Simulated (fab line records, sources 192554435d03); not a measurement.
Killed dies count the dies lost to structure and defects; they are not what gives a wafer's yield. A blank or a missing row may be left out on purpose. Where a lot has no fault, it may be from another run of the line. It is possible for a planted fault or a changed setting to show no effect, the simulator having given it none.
Matching of chambers    flow n5_finfet    pecvd-04 running N5_FIN_SAQP_HM_DEP_72: 3 sister chambers
The step deposits SiO2 from SiH4/N2O, target thk 12 nm, time 7.2 s. 3 wafers are shown with their chamber, then 10 later ones without.

== WAFERS WITH THEIR CHAMBER ==
wafer   chamber  showerhead_plenum_p_Torr (Torr)
L081.3  1        8.02
L084.1  0        8.19
L084.2  2        8.11

== WAFERS MISSING THEIR CHAMBER ==
wafer   showerhead_plenum_p_Torr (Torr)
L084.4  8.19
L090.3  8.16
L090.5  8.01
L090.6  8.11
L093.2  8.13
L093.4  8.19
L093.6  8.01
L097.1  8.19
L097.3  8.13
L097.5  7.99

== CHAMBER TAKEN BY EACH ==
wafer   from the rows above      in truth
L084.4  0                        0
L090.3  can't be placed: 0 or 2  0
L090.5  1                        1
L090.6  2                        2
L093.2  2                        2
L093.4  0                        0
L093.6  1                        1
L097.1  0                        0
L097.3  2                        2
L097.5  1                        1
9 of 10 placed correctly. Not placeable from these rows: 1 (in 1, the candidates include the true chamber). Number placed wrongly: 0.
How it was worked out, from the rows above alone: a wafer's distance from a chamber is the root of the sum, over the readings, of the square of ((its reading less the chamber's mean) divided by the reading's scatter). The wafer belongs to the nearest chamber; if the next one is less than 2 further off, it can't be placed. A chamber's mean is the mean of its shown wafers. The scatter (one wafer shown for each chamber): square how far every hidden wafer sits from the nearest shown wafer, average those squares and take the square root.
